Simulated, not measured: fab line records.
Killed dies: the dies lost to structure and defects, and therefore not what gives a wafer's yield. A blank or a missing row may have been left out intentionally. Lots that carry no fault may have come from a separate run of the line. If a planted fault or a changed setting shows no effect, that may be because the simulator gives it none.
Problem report, 8D (eight disciplines) form, completed by code	flow nandHarc	the parts of the form that need people (team, actions taken, sign-off) are left out

## 1. PROBLEM STATEMENT
NHARC_A_M0_ETCH_34, runLengthS: mean 52.3 s over 1 wafer from 1 lot; wafers with no fault: 65.2 s, standard deviation 0.39. Measured from the usual mean, that is -33 standard deviations.
The step: etches the open film in N2/H2, target depth 40 nm, overetch 12 nm, time 43.94 s.
Earliest sighting: wafer L319.5 on rieDiel-08 at day 25 13:49. The record has a number at this step for 33 wafers belonging to 11 lots. Rule for "out" (also "out of limits"): further than 4 standard deviations from the usual mean. All remaining wafers that have a number are taken as sound.

## 2. WHAT IT IS; WHAT IT IS NOT
question	is	is not
which readings at this step	runLengthS	drypumpMotorCurrentA, oesProductAu, rfVppV, showerheadPlenumPTorr
which lots	L319	L313, L314, L315, L326, L330, L331, L332, L333, L334, L336
which wafers of those lots	L319.5	L319.4, L319.6
read on which tools	rieDiel-08	rieDiel-01, rieDiel-11
when	from day 25 13:49	up to then (11 sound wafers); but 21 sound wafers of L326, L330, L331, L332, L333, L334, L336 came after

## 3. THE SUSPECTS, EACH WITH WHAT RULES IT OUT
Counting: a tool at a process step up to the reading stays a suspect if it ran every lot that is out. Sound lots after the first of them don't rule it out here, since some wafers of a struck lot are sound.
- cvdW-02 at NHARC_A_BLC_CVD_24 (deposits W, target thk 150 nm, time 434 s): kept. It processed L319, the lot that is out, at day 25 13:44, and its most recent sound lot before then was L315 at day 24 14:23. Because NHARC_A_BLC_CVD_24 lacks a start for some lots, the hours and order of its lots are taken from NHARC_A_M0_DESCUM_14.
- rieDiel-08 at NHARC_A_M0_DESCUM_14 (chemistry O2, time 3 s): kept. It ran the lot that is out, L319 (day 25 13:44).
- rieDiel-08 at NHARC_A_M0_ETCH_34 (etches the open film in N2/H2, target depth 40 nm, overetch 12 nm, time 43.94 s): kept. It ran the lot that is out, L319 (day 25 13:49). Out on those wafers are its own readings of runLengthS.
- At NHARC_A_M0_DESCUM_14, inside rieDiel-08: chamber 3 took the wafers that are out, while their sound lot-mates went through chambers 0, 2.
- At NHARC_A_M0_ETCH_34, inside rieDiel-08: chamber 0 took the wafers that are out, while their sound lot-mates went through chambers 2, 3.
After the count, these remain: cvdW-02 at NHARC_A_BLC_CVD_24, rieDiel-08 at NHARC_A_M0_DESCUM_14 and rieDiel-08 at NHARC_A_M0_ETCH_34.

## 4. THE CAUSE (what the simulator had put in)
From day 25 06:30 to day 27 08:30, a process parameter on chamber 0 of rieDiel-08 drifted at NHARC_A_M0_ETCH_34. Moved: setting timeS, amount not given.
Of the 3 suspects that counting leaves, this tool is one.

## 5. THE EFFECT CHAIN, in route order
One row per reading whose mean, taken over the struck wafers that have a number, lies over 3 standard deviations from the usual. Readings are gone through only where the record gives a usual standard deviation; hours: the median, over the lots, of the time from a lot's start at the first step in this table giving one to that lot's start at this step; sigmas: the change measured in usual standard deviations.
hours	step	reading	usual	on struck wafers	change	sigmas
0	NHARC_A_M0_ETCH_34	runLengthS	65.2 s	52.3	-12.9	-33
Its process steps:
- NHARC_A_M0_ETCH_34: etches the open film in N2/H2, target depth 40 nm, overetch 12 nm, time 43.94 s.
Later measuring or inspecting steps at which every struck wafer that the step has a row for has a number for every such reading, and none has moved that far: NHARC_END_SORT_01.

## 6. WHAT WOULD HAVE CAUGHT IT SOONER
First out-of-limits reading in this record: day 25 13:49, which is 7 hours after fault onset at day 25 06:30.
